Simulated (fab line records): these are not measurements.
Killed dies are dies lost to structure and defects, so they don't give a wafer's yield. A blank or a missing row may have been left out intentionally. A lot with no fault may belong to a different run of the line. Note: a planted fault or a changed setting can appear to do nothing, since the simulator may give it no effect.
Matching of chambers || flow nand_harc || 4 sister chambers for NHARC_A_CHANNEL_FILL_D1_ALD_14 on ald_hk-04
The step deposits SiO2, target thk 2.5 nm, pulse time 10 s, ald cycles 25. 14 wafers are shown with their chamber, then 7 later ones without.

WAFERS, EACH WITH ITS CHAMBER
{"wafer": "L078.1", "chamber": 2, "heater_power_w (W)": 482, "precursor_pulse_height_rel": 0.986}
{"wafer": "L078.3", "chamber": 3, "heater_power_w (W)": 484, "precursor_pulse_height_rel": 1.023}
{"wafer": "L078.4", "chamber": 1, "heater_power_w (W)": 449, "precursor_pulse_height_rel": 1.024}
{"wafer": "L080.2", "chamber": 3, "heater_power_w (W)": 509, "precursor_pulse_height_rel": 0.995}
{"wafer": "L080.3", "chamber": 0, "heater_power_w (W)": 541, "precursor_pulse_height_rel": 0.995}
{"wafer": "L080.5", "chamber": 2, "heater_power_w (W)": 476, "precursor_pulse_height_rel": 0.993}
{"wafer": "L081.3", "chamber": 1, "heater_power_w (W)": 462, "precursor_pulse_height_rel": 0.986}
{"wafer": "L081.5", "chamber": 2, "heater_power_w (W)": 486, "precursor_pulse_height_rel": 0.988}
{"wafer": "L081.6", "chamber": 1, "heater_power_w (W)": 457, "precursor_pulse_height_rel": 0.967}
{"wafer": "L085.3", "chamber": 0, "heater_power_w (W)": 536, "precursor_pulse_height_rel": 1.022}
{"wafer": "L085.4", "chamber": 3, "heater_power_w (W)": 504, "precursor_pulse_height_rel": 1.010}
{"wafer": "L085.5", "chamber": 0, "heater_power_w (W)": 529, "precursor_pulse_height_rel": 0.986}
{"wafer": "L088.1", "chamber": 1, "heater_power_w (W)": 460, "precursor_pulse_height_rel": 1.000}
{"wafer": "L088.3", "chamber": 0, "heater_power_w (W)": 531, "precursor_pulse_height_rel": 0.991}

SIGNATURES (means of the wafers above)
{"reading": "heater_power_w", "chamber 0": 534.25, "chamber 1": 457.00, "chamber 2": 481.33, "chamber 3": 499.00, "scatter within a chamber": 7.65}
{"reading": "precursor_pulse_height_rel", "chamber 0": 0.99850, "chamber 1": 0.99425, "chamber 2": 0.98900, "chamber 3": 1.00933, "scatter within a chamber": 0.0171}
Rule: a wafer's distance from a chamber is the root of the sum, over the readings, of the square of ((its reading less the chamber's mean) divided by the reading's scatter). The wafer belongs to the nearest chamber; if the next one is less than 2 further off, it can't be placed. The scatter: the root of (the sum of the squares of (reading less its chamber's mean) over the shown wafers, divided by (wafers less chambers)).

WAFERS WITHOUT THEIR CHAMBER
{"wafer": "L088.6", "heater_power_w (W)": 512, "precursor_pulse_height_rel": 1.018}
{"wafer": "L090.2", "heater_power_w (W)": 507, "precursor_pulse_height_rel": 1.047}
{"wafer": "L090.3", "heater_power_w (W)": 477, "precursor_pulse_height_rel": 1.026}
{"wafer": "L090.6", "heater_power_w (W)": 532, "precursor_pulse_height_rel": 0.989}
{"wafer": "L092.1", "heater_power_w (W)": 472, "precursor_pulse_height_rel": 1.000}
{"wafer": "L092.2", "heater_power_w (W)": 489, "precursor_pulse_height_rel": 1.015}
{"wafer": "L092.5", "heater_power_w (W)": 537, "precursor_pulse_height_rel": 0.992}

WHICH CHAMBER EACH WENT THROUGH
{"wafer": "L088.6", "from the rows above": "can't be placed: 3 or 0", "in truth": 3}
{"wafer": "L090.2", "from the rows above": 3, "in truth": 3}
{"wafer": "L090.3", "from the rows above": "can't be placed: 2 or 3 or 1", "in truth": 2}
{"wafer": "L090.6", "from the rows above": 0, "in truth": 0}
{"wafer": "L092.1", "from the rows above": "can't be placed: 2 or 1", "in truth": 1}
{"wafer": "L092.2", "from the rows above": "can't be placed: 3 or 2", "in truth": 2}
{"wafer": "L092.5", "from the rows above": 0, "in truth": 0}
Placed correctly: 3 of 7. Cannot be placed on the basis of these rows: 4; the candidates contain the true chamber in 4. Number placed wrongly: 0.
